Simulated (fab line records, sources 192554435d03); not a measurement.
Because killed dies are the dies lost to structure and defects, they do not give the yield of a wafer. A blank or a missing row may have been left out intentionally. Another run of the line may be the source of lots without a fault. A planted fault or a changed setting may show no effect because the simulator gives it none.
Chamber matching + flow n5Finfet + N5_BEOL_M9_CURE_71 on uvCure-03 has 3 sister chambers
The step cures SiCOH lowk, time 240 s. 6 wafers are shown with their chamber, then 9 later ones without.

== WAFERS, EACH WITH ITS CHAMBER ==
| wafer  | chamber | wafer_temp_C_max | lampPowerPct (%) |
|--------|---------|------------------|------------------|
| L083.3 | 0       | 386.2            | 52.19            |
| L083.6 | 0       | 386.8            | 52.23            |
| L086.5 | 1       | 387.5            | 52.31            |
| L086.6 | 1       | 387.2            | 52.32            |
| L092.5 | 2       | 386.3            | 52.32            |
| L092.6 | 2       | 385.9            | 52.33            |

== WAFERS MISSING THEIR CHAMBER ==
| wafer  | wafer_temp_C_max | lampPowerPct (%) |
|--------|------------------|------------------|
| L093.1 | 386.1            | 52.32            |
| L093.3 | 386.4            | 52.35            |
| L093.6 | 386.1            | 52.21            |
| L095.2 | 386.3            | 52.28            |
| L095.3 | 386.1            | 52.24            |
| L095.6 | 386.2            | 52.35            |
| L097.1 | 385.8            | 52.25            |
| L097.3 | 386.5            | 52.22            |
| L097.6 | 386.1            | 52.37            |

== EACH ONE'S CHAMBER ==
| wafer  | from the rows above          | in truth                   |
|--------|------------------------------|----------------------------|
| L093.1 | 2                            | 2                          |
| L093.3 | can't be placed: 2 or 1      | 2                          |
| L093.6 | 0                            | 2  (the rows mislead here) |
| L095.2 | can't be placed: 2 or 1 or 0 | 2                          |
| L095.3 | 0                            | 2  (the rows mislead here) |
| L095.6 | 2                            | 2                          |
| L097.1 | can't be placed: 0 or 2      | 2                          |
| L097.3 | 0                            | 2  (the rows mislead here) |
| L097.6 | 2                            | 2                          |
Correct placement for 3 of the 9. From these rows, 3 cannot be placed; in 3 the true chamber is one of the candidates. Placed wrongly: 3.
How it was worked out, from the rows above alone: a wafer's distance from a chamber is the root of the sum, over the readings, of the square of ((its reading less the chamber's mean) divided by the reading's scatter). The wafer belongs to the nearest chamber; if the next one is less than 2 further off, it can't be placed. Each chamber's mean is taken over the wafers shown for it. The scatter is the square root of a quotient: the sum, over the shown wafers, of each reading's squared deviation from its chamber's mean, divided by wafers minus chambers.
